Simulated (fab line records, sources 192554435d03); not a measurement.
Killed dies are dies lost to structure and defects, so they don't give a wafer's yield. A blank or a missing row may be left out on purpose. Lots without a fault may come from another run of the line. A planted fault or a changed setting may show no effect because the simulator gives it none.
fab line records | flow n5_finfet
record lots=7 wafers=39
route steps=1938 shown ZERO_LAYER@11 STI_FIN_REVEAL@190 DUMMY_REMOVAL@382 GATE_CUT@490 BEOL_M0_CUTY@711 BEOL_M1@820 BEOL_M2@906 BEOL_M4@1040 BEOL_M6@1194 BEOL_M8@1332 BEOL_M11@1592 BEOL_M14@1764 MIM_BOT_LITHO@1860 PASSIVATION@1930
start_h: hours from the record's first day to the start of the lot's first wafer shown | wait_h: hours since the lot's step before | " the same as in the row above | L1.1+2: a row that stands for several wafers | - no value, or no start given | * or withheld: withheld | < > ~ a bound
route shown NAME@n: a module of which the file shows steps, and the number in the route of the first | usual: mean/standard deviation of fault-free wafers | same: alike in all rows | chamber/n: place in a boat | sites: the reading at each site | _std_site: their standard deviation | _edge_site: outer sites' mean less inner sites' | radius_mm: how far each site lies from the wafer's centre | mask NAME#n: copy n | behind: the tool/chamber that last shaped the wafer | hold: why the lot was held/for how many hours/how that ended | device: the transistor (n, p or np) that didn't switch | end of line: the same wafers' tests at the end of the route | a step without rows: its recipe alone | killed: dies lost to structure and defects at the first sort, not the wafer's yield | map: a wafer's dies, x killed, . not, _ none there
set.NAME: the setting as run; set.NAME@STEP: as run at that earlier step | model.NAME: the simulator's own value behind a step, which no gauge read
lots whose settings were changed on purpose; a table a step, a row a wafer
## steps
# step N5_ZERO_LAYER_DEVELOP_10
# recipe develop_time_s=60 rinse_liquid=diw dry=air_spin dev_temp_c=21
# step N5_STI_FIN_REVEAL_ETCHBACK_08
# recipe chemistry=C4F6/O2 target=SiO2 target_depth_a=305 time_s=10.167 ion_energy_ev=250 pressure_mtorr=30 source_w=345 bias_w=185 Ar_flow_sccm=300 C4F6_flow_sccm=10 O2_flow_sccm=10
# step N5_DUMMY_REMOVAL_PRECLEAN_08
# recipe chemistry=NF3:NH3 afs_cycles=2 temp_c=30 time_s=20 sublimation_temp_c=180 sublimation_time_s=60 pressure_torr=3 rf_power_w=30
# step N5_GATE_CUT_DESCUM_18
# recipe chemistry=O2 time_s=7 source_power_w=50 bias_power_w=20 pressure_mtorr=20 rf_frequency_hz=2.712e+07 temp_c=40 resist=CAR-EUV o2_flow_sccm=225
# step N5_BEOL_M0_CUTY_DESCUM_61
# recipe chemistry=O2 time_s=7.9 source_power_w=50 bias_power_w=20 pressure_mtorr=20 rf_frequency_hz=2.712e+07 temp_c=40 resist=CAR-ArF-block o2_flow_sccm=225
# step N5_BEOL_M1_SPUTTER_86
# recipe material=Cu target_thk_a=45 temp_c=-20 chamber_pressure_pa=0.07 power_w=withheld time_s=8.29
# step N5_BEOL_M2_SPUTTER_79
# step N5_BEOL_M4_ETCH_64
# recipe chemistry=N2/H2 target=SOC target_depth_a=750 overetch_a=225 mask_material=SiARC temp_c=40 time_s=121.9 ion_energy_ev=200 pressure_mtorr=30 source_w=840 bias_w=150 n2_flow_sccm=200 h2_flow_sccm=200
# step N5_BEOL_M6_ILD_DEP_00
# recipe material=SiCOH_lowk target_thk_a=1797.5 temp_c=300 precursor=DEMS/porogen pressure_torr=5 rf_w=500 time_s=33.4
# step N5_BEOL_M8_ILD_DEP_00
# step N5_BEOL_M11_CVD_75
# recipe material=Co target_thk_a=20 temp_c=withheld precursor=CCTBA/H2 pressure_torr=30 time_s=138.9
# step N5_BEOL_M14_SPUTTER_45
# recipe material=Cu target_thk_a=1000 temp_c=-20 bias_v=60 power_w=26000 chamber_pressure_pa=0.13 time_s=16.67
# step N5_MIM_BOT_LITHO_DEVELOP_07
# step N5_PASSIVATION_ETCH_54
# recipe chemistry=CHF3/O2 target=SiO2 target_depth_a=8800 CHF3_flow_sccm=50 O2_flow_sccm=5 Ar_flow_sccm=200 time_s=440 mask_material=PR pressure_mtorr=30 source_w=650 bias_w=170 ion_energy_ev=200
# step N5_PASSIVATION_PROBE_49
# usual sort_bin_6_memory=3.2/0.67
# columns lot.wafer tool chamber start_h wait_h set.develop_time_s@ZERO_LAYER_DEVELOP_10 set.time_s@STI_FIN_REVEAL_ETCHBACK_08 set.time_s@DUMMY_REMOVAL_PRECLEAN_08 set.time_s@GATE_CUT_DESCUM_18 set.time_s@BEOL_M0_CUTY_DESCUM_61 set.time_s@BEOL_M1_SPUTTER_86 set.target_thk_a@BEOL_M2_SPUTTER_79 set.target_depth_a@BEOL_M4_ETCH_64 set.target_thk_a@BEOL_M6_ILD_DEP_00 set.target_thk_a@BEOL_M8_ILD_DEP_00 set.target_thk_a@BEOL_M11_CVD_75 set.target_thk_a@BEOL_M14_SPUTTER_45 set.develop_time_s@MIM_BOT_LITHO_DEVELOP_07 set.target_depth_a@PASSIVATION_ETCH_54 sort_bin_6_memory[%]
L077.1 prober-02 - 299.46 0.0 60 6.22 20 7 7.9 9.994 60.6 750 1797.5 1450 20 474.8 60 8800 5.0
L077.2 prober-02 - 299.51 0.1 60 10.167 20 8.358 9.403 9.994 60.6 750 1797.5 1797.5 20 1000 79.72 8800 3.0
L077.3 prober-02 - 299.56 0.1 60 10.167 20 8.358 7.9 8.29 45 750 738.5 1797.5 20 474.8 60 13420 6.4
L077.4 prober-02 - 299.61 0.2 60 10.167 20 7 7.9 8.29 45 750 1797.5 1450 11.66 474.8 79.72 13420 5.3
L077.5 prober-02 - 299.66 0.2 60 6.22 20 8.358 9.403 9.994 45 750 738.5 1450 11.66 1000 60 8800 2.2
L077.6 prober-02 - 299.71 0.3 60 6.22 20 7 9.403 8.29 60.6 750 738.5 1797.5 11.66 1000 79.72 13420 3.8
L078.1 prober-01 - 301.01 0.3 60 10.167 20 7 7.9 11.26 45 750 1797.5 922.3 20 495 60 8800 6.2
L078.2 prober-01 - 301.06 0.3 25.65 10.167 28.07 7 7.9 8.29 45 889.1 836.8 922.3 13.32 1000 60 8800 3.5
L078.3 prober-01 - 301.11 0.4 60 10.167 20 2.928 4.431 8.29 68.78 889.1 836.8 1797.5 13.32 495 60 8800 6.6
L078.4 prober-01 - 301.16 0.4 25.65 10.167 20 2.928 4.431 11.26 45 750 836.8 1797.5 20 1000 60 8800 3.0
L078.5 prober-01 - 301.21 0.5 60 10.167 28.07 2.928 7.9 11.26 68.78 889.1 1797.5 922.3 20 1000 60 8800 4.3
L078.6 prober-01 - 301.26 0.5 25.65 10.167 28.07 7 4.431 8.29 68.78 750 1797.5 1797.5 13.32 495 60 8800 6.9
L085.1 prober-02 - 344.51 0.0 46.82 10.167 20 7 7.9 8.29 45 750 1797.5 1797.5 20 1000 60 8800 3.4
L085.2 prober-02 - 344.56 0.1 46.82 10.167 23.13 7 11.92 5.285 45 1103 1797.5 1797.5 26.48 1000 39.18 8800 2.7
L085.3 prober-02 - 344.61 0.1 60 10.167 23.13 5.074 7.9 5.285 45 750 1423 1525 26.48 1000 39.18 8800 3.1
L085.4 prober-02 - 344.66 0.2 60 10.167 20 5.074 11.92 8.29 45 1103 1423 1525 20 1000 39.18 8800 2.9
L085.5 prober-02 - 344.71 0.2 60 10.167 23.13 7 11.92 8.29 45 750 1423 1797.5 26.48 1000 60 8800 3.3
L085.6 prober-02 - 344.76 0.3 46.82 10.167 20 5.074 7.9 5.285 45 1103 1797.5 1525 20 1000 60 8800 2.1
L083.1 prober-02 - 348.67 0.0 60 10.167 11.95 3.678 10.41 10.25 45 979.3 1797.5 2495 20 1000 84.62 8800 3.8
L083.2 prober-02 - 348.72 0.1 82.83 12.26 20 7 7.9 10.25 45 750 2694 1797.5 20 1000 84.62 8800 2.7
L083.3 prober-02 - 348.77 0.1 60 12.26 20 7 10.41 8.29 45 979.3 2694 2495 29.84 1000 60 8800 2.5
L083.4 prober-02 - 348.82 0.2 60 10.167 20 3.678 7.9 8.29 45 750 1797.5 2495 20 1000 60 8800 2.9
L083.5 prober-02 - 348.87 0.2 82.83 12.26 11.95 3.678 10.41 8.29 45 750 2694 1797.5 29.84 1000 84.62 8800 3.3
L083.6 prober-02 - 348.92 0.3 82.83 10.167 11.95 7 7.9 10.25 45 979.3 1797.5 1797.5 29.84 1000 60 8800 3.4
L087.3 prober-02 - 353.01 0.8 60 10.167 20 7 7.9 8.29 45 750 1797.5 1797.5 20 1000 60 8800 2.4
L087.5 prober-02 - 353.11 0.9 60 10.167 20 7 7.9 8.29 45 750 1797.5 1797.5 20 1000 60 8800 2.8
L087.6 prober-02 - 353.16 0.9 60 10.167 20 7 7.9 8.29 45 750 1797.5 1797.5 20 1000 60 8800 3.3
L093.1 prober-02 - 389.66 0.0 60 10.167 29.61 9.918 7.9 8.29 45 750 1797.5 809.9 24.98 1000 60 8800 4.0
L093.2 prober-02 - 389.71 0.1 60 10.167 20 7 5.42 8.29 45 374.3 1797.5 809.9 20 1000 39.03 4647 3.0
L093.3 prober-02 - 389.76 0.1 92.1 11.9 20 9.918 5.42 3.949 29.36 750 1797.5 809.9 20 1000 60 8800 4.0
L093.4 prober-02 - 389.81 0.2 92.1 11.9 29.61 9.918 5.42 8.29 29.36 374.3 1797.5 1797.5 24.98 1000 39.03 8800 3.1
L093.5 prober-02 - 389.86 0.2 92.1 10.167 20 7 7.9 3.949 45 750 1797.5 1797.5 24.98 1000 39.03 4647 3.5
L093.6 prober-02 - 389.91 0.3 60 11.9 29.61 7 7.9 3.949 29.36 374.3 1797.5 1797.5 20 1000 60 4647 2.5
L095.1 prober-02 - 403.02 0.0 60 14.59 20 7 7.9 8.29 66.67 1078 1797.5 1797.5 20 637.7 79.56 12250 3.5
L095.2 prober-02 - 403.07 0.1 60 10.167 20 9.157 7.9 8.29 45 750 1797.5 1797.5 20 1000 79.56 12250 2.9
L095.3 prober-02 - 403.12 0.1 49.97 10.167 23.43 7 7.9 8.29 45 1078 1797.5 1797.5 20 1000 79.56 8800 3.6
L095.4 prober-02 - 403.17 0.2 49.97 14.59 23.43 7 7.9 8.29 45 750 1797.5 1797.5 20 637.7 60 8800 5.1
L095.5 prober-02 - 403.22 0.2 49.97 10.167 20 9.157 7.9 8.29 66.67 1078 1797.5 1797.5 20 637.7 60 12250 2.9
L095.6 prober-02 - 403.27 0.3 60 14.59 23.43 9.157 7.9 8.29 66.67 750 1797.5 1797.5 20 1000 60 8800 2.7
# killed by level:class
L077.1 BEOL_M14:interface_void_opened=125 MOL_CONTACT_COAG:geometric_particle:open=9 MOL_CONTACT_COAG:geometric_particle:short=7 ILD0:geometric_particle:short=5 BEOL_M5:geometric_particle:open=4 BEOL_M0_SAQP:geometric_particle:open=4 BEOL_M3:geometric_particle:open=4 FIN_SAQP:geometric_particle:short=3
L077.2 FIN_SAQP:geometric_particle:open=11 MOL_CONTACT_COAG:geometric_particle:open=8 MOL_CONTACT_COAG:geometric_particle:short=7 BEOL_M4:geometric_particle:open=7 BEOL_M3:geometric_particle:open=6 FIN_SAQP:geometric_particle:short=4 BEOL_M0_SAQP:geometric_particle:short=4 STARTING-WAFER:geometric_particle:open=4
L077.3 BEOL_M6:area_dep=969 BEOL_M14:interface_void_opened=118 FIN_SAQP:geometric_particle:short=10 BEOL_M0_SAQP:geometric_particle:short=10 FIN_SAQP:geometric_particle:open=8 MOL_CONTACT_COAG:geometric_particle:open=8 BEOL_M0_SAQP:geometric_particle:open=8 BEOL_M1:geometric_particle:open=8
L077.4 BEOL_M14:interface_void_opened=127 BEOL_M0_SAQP:geometric_particle:open=11 MOL_CONTACT_COAG:geometric_particle:open=9 BEOL_M0_SAQP:geometric_particle:short=8 BEOL_M1:geometric_particle:open=7 BEOL_M4:geometric_particle:open=5 STI_FIN_REVEAL:geometric_particle:open=4 FIN_SAQP:geometric_particle:open=3
L077.5 BEOL_M6:area_dep=1088 BEOL_M4:geometric_particle:open=14 MOL_CONTACT_COAG:geometric_particle:open=8 FIN_SAQP:geometric_particle:open=6 BEOL_M0_SAQP:geometric_particle:short=6 BEOL_M3:geometric_particle:open=6 MOL_CONTACT_COAG:geometric_particle:short=4 BEOL_M2:geometric_particle:open=4
L077.6 BEOL_M6:area_dep=1069 MOL_CONTACT_COAG:geometric_particle:open=15 FIN_SAQP:geometric_particle:open=9 BEOL_M4:geometric_particle:open=7 BEOL_M0_SAQP:geometric_particle:short=6 BEOL_M1:geometric_particle:open=6 BEOL_M3:geometric_particle:open=6 BEOL_M0_SAQP:geometric_particle:open=5
L078.1 BEOL_M8:area_dep=973 BEOL_M14:interface_void_opened=102 BEOL_M1:geometric_particle:open=12 BEOL_M4:geometric_particle:open=10 MOL_CONTACT_COAG:geometric_particle:open=7 BEOL_M0:geometric_particle:open=7 STI_FIN_REVEAL:geometric_particle:open=6 BEOL_M0_SAQP:geometric_particle:open=6
L078.2 BEOL_M6:area_dep=1078 BEOL_M4:geometric_particle:open=13 MOL_CONTACT_COAG:geometric_particle:open=12 BEOL_M0:geometric_particle:open=8 FIN_SAQP:geometric_particle:open=7 BEOL_M0_SAQP:geometric_particle:open=7 BEOL_M3:geometric_particle:open=7 BEOL_M0_SAQP:geometric_particle:short=5
L078.3 BEOL_M6:area_dep=962 BEOL_M14:interface_void_opened=96 MOL_CONTACT_COAG:geometric_particle:open=15 HKMG_FIN:area_etch=11 BEOL_M4:geometric_particle:open=10 BEOL_M2:geometric_particle:open=8 BEOL_M1:geometric_particle:open=5 GATE_CUT:geometric_particle:short=4
L078.4 BEOL_M6:area_dep=1074 BEOL_M1:geometric_particle:open=11 MOL_CONTACT_COAG:geometric_particle:open=10 BEOL_M0_SAQP:geometric_particle:open=10 BEOL_M0_SAQP:geometric_particle:short=8 BEOL_M4:geometric_particle:open=7 STI_FIN_REVEAL:geometric_particle:open=5 BEOL_M3:geometric_particle:open=5
L078.5 BEOL_M8:area_dep=1028 HKMG_FIN:area_etch=13 BEOL_M0_SAQP:geometric_particle:open=11 STI_FIN_REVEAL:geometric_particle:open=10 BEOL_M0_SAQP:geometric_particle:short=10 BEOL_M2:geometric_particle:open=10 BEOL_M4:geometric_particle:open=9 MOL_CONTACT_COAG:geometric_particle:open=7
L078.6 BEOL_M14:interface_void_opened=112 BEOL_M4:geometric_particle:open=12 MOL_CONTACT_COAG:geometric_particle:open=9 STI_FIN_REVEAL:geometric_particle:open=7 GATE_CUT:geometric_particle:short=7 BEOL_M1:geometric_particle:open=7 BEOL_M2:geometric_particle:open=6 PASS1_CAP:geometric_particle:open=5
L085.1 BEOL_M0_SAQP:geometric_particle:open=16 BEOL_M0_SAQP:geometric_particle:short=14 FIN_SAQP:geometric_particle:short=12 STARTING-WAFER:geometric_particle:open=8 STI_FIN_REVEAL:geometric_particle:open=6 BEOL_M1:geometric_particle:open=6 BEOL_M5:geometric_particle:open=6 BEOL_M2:geometric_particle:open=5
L085.2 STI_FIN_REVEAL:geometric_particle:open=15 MOL_CONTACT_COAG:geometric_particle:open=14 HKMG_FIN:area_etch=9 BEOL_M0_SAQP:geometric_particle:open=8 FIN_SAQP:geometric_particle:short=6 MOL_CONTACT_COAG:geometric_particle:short=6 BEOL_M0_SAQP:geometric_particle:short=6 BEOL_M4:geometric_particle:open=6
L085.3 MOL_CONTACT_COAG:geometric_particle:open=15 BEOL_M0_SAQP:geometric_particle:short=10 FIN_SAQP:geometric_particle:open=9 MOL_CONTACT_COAG:geometric_particle:short=9 FIN_SAQP:geometric_particle:short=7 BEOL_M0_SAQP:geometric_particle:open=7 BEOL_M3:geometric_particle:open=6 BEOL_M2:geometric_particle:open=5
L085.4 MOL_CONTACT_COAG:geometric_particle:open=10 FIN_SAQP:geometric_particle:short=9 BEOL_M1:geometric_particle:open=9 BEOL_M2:geometric_particle:open=9 FIN_SAQP:geometric_particle:open=5 BEOL_M0_SAQP:geometric_particle:short=5 BEOL_M0_SAQP:geometric_particle:open=4 STI_FIN_REVEAL:geometric_particle:open=3
L085.5 MOL_CONTACT_COAG:geometric_particle:open=19 HKMG_FIN:area_etch=11 BEOL_M1:geometric_particle:open=8 FIN_SAQP:geometric_particle:short=7 DUMMY_GATE:geometric_particle:open=6 GATE_CUT:geometric_particle:short=6 GATE_CUT:geometric_particle:open=5 BEOL_M0_SAQP:geometric_particle:open=5
L085.6 BEOL_M0_SAQP:geometric_particle:short=9 STI_FIN_REVEAL:geometric_particle:open=8 MOL_CONTACT_COAG:geometric_particle:open=8 BEOL_M4:geometric_particle:open=8 BEOL_M1:geometric_particle:open=6 STARTING-WAFER:geometric_particle:short=5 GATE_CUT:geometric_particle:short=4 MOL_CONTACT_COAG:geometric_particle:short=4
L083.1 MOL_CONTACT_COAG:geometric_particle:open=16 FIN_SAQP:geometric_particle:open=12 BEOL_M1:geometric_particle:open=10 FIN_SAQP:geometric_particle:short=8 HKMG_FIN:area_etch=6 BEOL_M0_SAQP:geometric_particle:open=5 MIM_BOT:geometric_particle:short=5 BEOL_M4:geometric_particle:open=5
L083.2 FIN_SAQP:geometric_particle:open=11 FIN_SAQP:geometric_particle:short=10 BEOL_M1:geometric_particle:open=10 BEOL_M0_SAQP:geometric_particle:open=5 BEOL_M0_SAQP:geometric_particle:short=4 MOL_CONTACT_COAG:geometric_particle:open=4 BEOL_M2:geometric_particle:open=4 BEOL_M3:geometric_particle:open=4
L083.3 MOL_CONTACT_COAG:geometric_particle:open=18 BEOL_M4:geometric_particle:open=8 FIN_SAQP:geometric_particle:short=7 BEOL_M0_SAQP:geometric_particle:open=7 FIN_SAQP:geometric_particle:open=5 BEOL_M2:geometric_particle:open=5 STARTING-WAFER:geometric_particle:short=5 BEOL_M0_SAQP:geometric_particle:short=4
L083.4 FIN_SAQP:geometric_particle:short=17 FIN_SAQP:geometric_particle:open=14 BEOL_M0_SAQP:geometric_particle:short=11 BEOL_M0_SAQP:geometric_particle:open=9 BEOL_M2:geometric_particle:open=8 MOL_CONTACT_COAG:geometric_particle:open=7 BEOL_M1:geometric_particle:open=7 STARTING-WAFER:geometric_particle:short=6
L083.5 MOL_CONTACT_COAG:geometric_particle:open=14 BEOL_M0_SAQP:geometric_particle:short=10 BEOL_M3:geometric_particle:open=8 FIN_SAQP:geometric_particle:short=7 BEOL_M1:geometric_particle:open=7 BEOL_M0_SAQP:geometric_particle:open=7 HKMG_FIN:area_etch=7 FIN_SAQP:geometric_particle:open=4
L083.6 BEOL_M0_SAQP:geometric_particle:open=12 BEOL_M0_SAQP:geometric_particle:short=10 BEOL_M3:geometric_particle:open=10 BEOL_M4:geometric_particle:open=10 FIN_SAQP:geometric_particle:open=7 MOL_CONTACT_COAG:geometric_particle:open=6 STI_FIN_REVEAL:geometric_particle:open=5 BEOL_M1:geometric_particle:open=4
L087.3 BEOL_M3:geometric_particle:open=12 BEOL_M0_SAQP:geometric_particle:open=8 STI_FIN_REVEAL:geometric_particle:open=6 MOL_CONTACT_COAG:geometric_particle:open=6 FIN_SAQP:geometric_particle:open=5 DUMMY_GATE:geometric_particle:open=5 BEOL_M2:geometric_particle:open=5 SPACER0:geometric_particle:open=4
L087.5 MOL_CONTACT_COAG:geometric_particle:open=16 BEOL_M3:geometric_particle:open=8 BEOL_M0_SAQP:geometric_particle:short=7 FIN_SAQP:geometric_particle:open=6 BEOL_M0_SAQP:geometric_particle:open=6 BEOL_M4:geometric_particle:open=6 FIN_SAQP:geometric_particle:short=5 DUMMY_GATE:geometric_particle:open=5
L087.6 FIN_SAQP:geometric_particle:open=12 MOL_CONTACT_COAG:geometric_particle:open=9 BEOL_M3:geometric_particle:open=9 BEOL_M5:geometric_particle:open=7 FIN_SAQP:geometric_particle:short=6 DUMMY_GATE:geometric_particle:open=6 BEOL_M4:geometric_particle:open=6 GATE_CUT:geometric_particle:short=5
L093.1 BEOL_M8:area_dep=1072 FIN_SAQP:geometric_particle:open=9 DUMMY_GATE:geometric_particle:open=7 BEOL_M2:geometric_particle:open=7 STI_FIN_REVEAL:geometric_particle:open=6 ILD0:geometric_particle:short=6 BEOL_M4:geometric_particle:open=6 BEOL_M0_SAQP:geometric_particle:open=5
L093.2 BEOL_M8:area_dep=1003 BEOL_M4:area_etch=57 BEOL_M4:geometric_particle:open=11 FIN_SAQP:geometric_particle:short=8 PASSIVATION:area_etch=8 STI_FIN_REVEAL:geometric_particle:short=7 BEOL_M2:geometric_particle:open=6 FIN_SAQP:geometric_particle:open=5
L093.3 BEOL_M8:area_dep=1053 MOL_CONTACT_COAG:geometric_particle:open=12 FIN_SAQP:geometric_particle:open=10 BEOL_M4:geometric_particle:open=10 HKMG_FIN:area_etch=9 BEOL_M3:geometric_particle:open=8 BEOL_M0_SAQP:geometric_particle:open=6 ILD0:geometric_particle:open=5
L093.4 BEOL_M4:area_etch=294 FIN_SAQP:geometric_particle:open=13 BEOL_M2:geometric_particle:open=9 FIN_SAQP:geometric_particle:short=6 DUMMY_GATE:geometric_particle:open=6 ILD0:geometric_particle:open=6 MOL_CONTACT_COAG:geometric_particle:open=6 BEOL_M0_SAQP:geometric_particle:short=6
L093.5 PASSIVATION:area_etch=1073 ILD0:geometric_particle:short=11 MOL_CONTACT_COAG:geometric_particle:open=11 FIN_SAQP:geometric_particle:open=9 FIN_SAQP:geometric_particle:short=9 BEOL_M4:geometric_particle:open=8 BEOL_M3:geometric_particle:open=8 BEOL_M1:geometric_particle:open=5
L093.6 PASSIVATION:area_etch=919 BEOL_M4:area_etch=174 MOL_CONTACT_COAG:geometric_particle:open=16 FIN_SAQP:geometric_particle:open=7 ILD0:geometric_particle:short=6 ILD0:geometric_particle:open=5 BEOL_M4:geometric_particle:open=4 BEOL_M5:geometric_particle:short=4
L095.1 BEOL_M14:interface_void_opened=31 FIN_SAQP:geometric_particle:open=15 FIN_SAQP:geometric_particle:short=10 STI_FIN_REVEAL:geometric_particle:open=7 BEOL_M3:geometric_particle:open=6 BEOL_M2:geometric_particle:open=5 MOL_CONTACT_COAG:geometric_particle:open=4 BEOL_M0_SAQP:geometric_particle:short=4
L095.2 FIN_SAQP:geometric_particle:open=13 FIN_SAQP:geometric_particle:short=11 BEOL_M4:geometric_particle:open=9 GATE_CUT:geometric_particle:short=8 BEOL_M1:geometric_particle:open=5 BEOL_M2:geometric_particle:open=5 BEOL_M4:geometric_particle:short=5 STI_FIN_REVEAL:geometric_particle:open=4
L095.3 BEOL_M4:geometric_particle:open=17 BEOL_M3:geometric_particle:open=10 HKMG_FIN:area_etch=10 FIN_SAQP:geometric_particle:open=9 BEOL_M0_SAQP:geometric_particle:short=9 BEOL_M0_SAQP:geometric_particle:open=8 BEOL_M2:geometric_particle:open=6 MOL_CONTACT_COAG:geometric_particle:open=6
L095.4 BEOL_M14:interface_void_opened=28 BEOL_M4:geometric_particle:open=21 BEOL_M0_SAQP:geometric_particle:open=9 FIN_SAQP:geometric_particle:open=8 GATE_CUT:geometric_particle:short=6 STI_FIN_REVEAL:geometric_particle:open=5 MOL_CONTACT_COAG:geometric_particle:open=5 BEOL_M2:geometric_particle:open=5
L095.5 BEOL_M14:interface_void_opened=34 FIN_SAQP:geometric_particle:short=7 FIN_SAQP:geometric_particle:open=6 BEOL_M0_SAQP:geometric_particle:open=6 BEOL_M4:geometric_particle:open=5 BEOL_M3:geometric_particle:open=5 BEOL_M0_SAQP:geometric_particle:short=4 MOL_CONTACT_COAG:geometric_particle:open=4
L095.6 FIN_SAQP:geometric_particle:open=14 BEOL_M3:geometric_particle:open=11 BEOL_M4:geometric_particle:open=10 HKMG_FIN:area_etch=9 MOL_CONTACT_COAG:geometric_particle:open=8 BEOL_M0_SAQP:geometric_particle:open=8 FIN_SAQP:geometric_particle:short=7 BEOL_M0_SAQP:geometric_particle:short=6
## key
split step=N5_ZERO_LAYER_DEVELOP_10 setting=develop_time_s stated_as=60
response none clear
split step=N5_STI_FIN_REVEAL_ETCHBACK_08 setting=time_s stated_as=10.167
response none clear
split step=N5_DUMMY_REMOVAL_PRECLEAN_08 setting=time_s stated_as=20
response none clear
split step=N5_GATE_CUT_DESCUM_18 setting=time_s stated_as=7
response none clear
split step=N5_BEOL_M0_CUTY_DESCUM_61 setting=time_s stated_as=7.9
response none clear
split step=N5_BEOL_M1_SPUTTER_86 setting=time_s stated_as=8.29
response none clear
split step=N5_BEOL_M2_SPUTTER_79 setting=target_thk_a stated_as=45
response none clear
split step=N5_BEOL_M4_ETCH_64 setting=target_depth_a stated_as=750
response none clear
split step=N5_BEOL_M6_ILD_DEP_00 setting=target_thk_a stated_as=1797.5
response none clear
split step=N5_BEOL_M8_ILD_DEP_00 setting=target_thk_a stated_as=1797.5
response none clear
split step=N5_BEOL_M11_CVD_75 setting=target_thk_a stated_as=20
response none clear
split step=N5_BEOL_M14_SPUTTER_45 setting=target_thk_a stated_as=1000
response step=N5_PASSIVATION_PROBE_49 reading=sort_bin_6_memory slope=-0.0527 per=1% together_with=all explained=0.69
split step=N5_MIM_BOT_LITHO_DEVELOP_07 setting=develop_time_s stated_as=60
response none clear
split step=N5_PASSIVATION_ETCH_54 setting=target_depth_a stated_as=8800
response none clear
